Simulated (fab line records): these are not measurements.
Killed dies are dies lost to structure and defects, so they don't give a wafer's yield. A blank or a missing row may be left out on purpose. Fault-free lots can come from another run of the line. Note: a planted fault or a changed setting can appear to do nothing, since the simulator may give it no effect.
Chamber matching    flow nand harc    NHARC_P_M0_DEP_32 on pecvd-04: 3 sister chambers
The step deposits SiCN, target thk 30 nm. 18 wafers are shown with their chamber, then 9 later ones without.

## WAFERS PAIRED WITH THEIR CHAMBERS
wafer   chamber  heater power w (W)
L075.1  2        720
L075.2  0        622
L075.5  0        620
L077.4  0        657
L077.5  1        562
L077.6  2        750
L080.1  1        528
L080.4  0        637
L080.6  2        742
L081.1  0        670
L081.3  1        537
L081.5  0        661
L086.1  0        656
L086.3  2        736
L086.6  0        643
L087.2  2        744
L087.3  1        515
L087.5  2        745

SIGNATURES (averages over the wafers above)
reading         chamber 0  chamber 1  chamber 2  scatter within a chamber
heater power w  645.75     535.50     739.50     16.5
Rule: a wafer lies at a distance from a chamber equal to the root of the sum of squares, over the readings, of (its reading less the chamber's mean, divided by the reading's scatter). The wafer belongs to the nearest chamber; if the next one is less than 2 further off, it can't be placed. How the scatter is found: for the shown wafers, subtract from each reading the mean of its chamber, square and add these, divide the total by (wafers less chambers), then take the root.

## WAFERS MISSING THEIR CHAMBER
wafer   heater power w (W)
L088.2  613
L088.3  722
L088.6  625
L093.1  521
L093.5  528
L093.6  743
L095.3  577
L095.4  589
L095.5  526

## WHICH CHAMBER EACH ONE RAN IN
wafer   from the rows above      in truth
L088.2  0                        0
L088.3  2                        2
L088.6  0                        0
L093.1  1                        1
L093.5  1                        1
L093.6  2                        2
L095.3  can't be placed: 1 or 0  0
L095.4  can't be placed: 1 or 0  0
L095.5  1                        1
7 of 9 placed correctly. Not placeable from these rows: 2 (in 2, the candidates include the true chamber). 0 placed wrongly.
